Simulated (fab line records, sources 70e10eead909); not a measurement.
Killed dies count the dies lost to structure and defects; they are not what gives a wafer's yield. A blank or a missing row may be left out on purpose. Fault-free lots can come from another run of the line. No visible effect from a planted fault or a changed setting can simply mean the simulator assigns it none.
Chamber matching -- flow nand-harc -- NHARC_A_CONTACT_DEP_29 on pecvd-02: 3 sister chambers
The step deposits SiON, target thk 100 nm. 3 wafers are shown with their chamber, then 9 later ones without.

WAFERS, EACH WITH ITS CHAMBER
wafer,chamber,heater-power-w (W)
L322.4,1,924
L323.4,0,849
L323.6,2,680

WAFERS WITH NO CHAMBER GIVEN
wafer,heater-power-w (W)
L327.2,915
L327.3,765
L327.5,920
L336.1,904
L336.6,926
L337.4,713
L338.2,896
L338.4,919
L338.5,977

WHICH CHAMBER EACH ONE RAN IN
wafer,from the rows above,in truth
L327.2,can't be placed: 1 or 0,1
L327.3,can't be placed: 0 or 2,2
L327.5,can't be placed: 1 or 0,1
L336.1,can't be placed: 1 or 0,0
L336.6,1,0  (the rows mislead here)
L337.4,2,2
L338.2,can't be placed: 1 or 0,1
L338.4,can't be placed: 1 or 0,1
L338.5,1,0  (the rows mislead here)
Placed correctly: 1 of 9. Not placeable from these rows: 6 (in 6, the candidates include the true chamber). 2 placed wrongly.
How it was worked out, from the rows above alone: a wafer's distance from a chamber is the root of the sum, over the readings, of the square of ((its reading less the chamber's mean) divided by the reading's scatter). The wafer belongs to the nearest chamber; if the next one is less than 2 further off, it can't be placed. For every chamber, the mean is computed from those of its wafers that are shown. The scatter (one wafer shown for each chamber): square how far every hidden wafer sits from the nearest shown wafer, average those squares and take the square root.
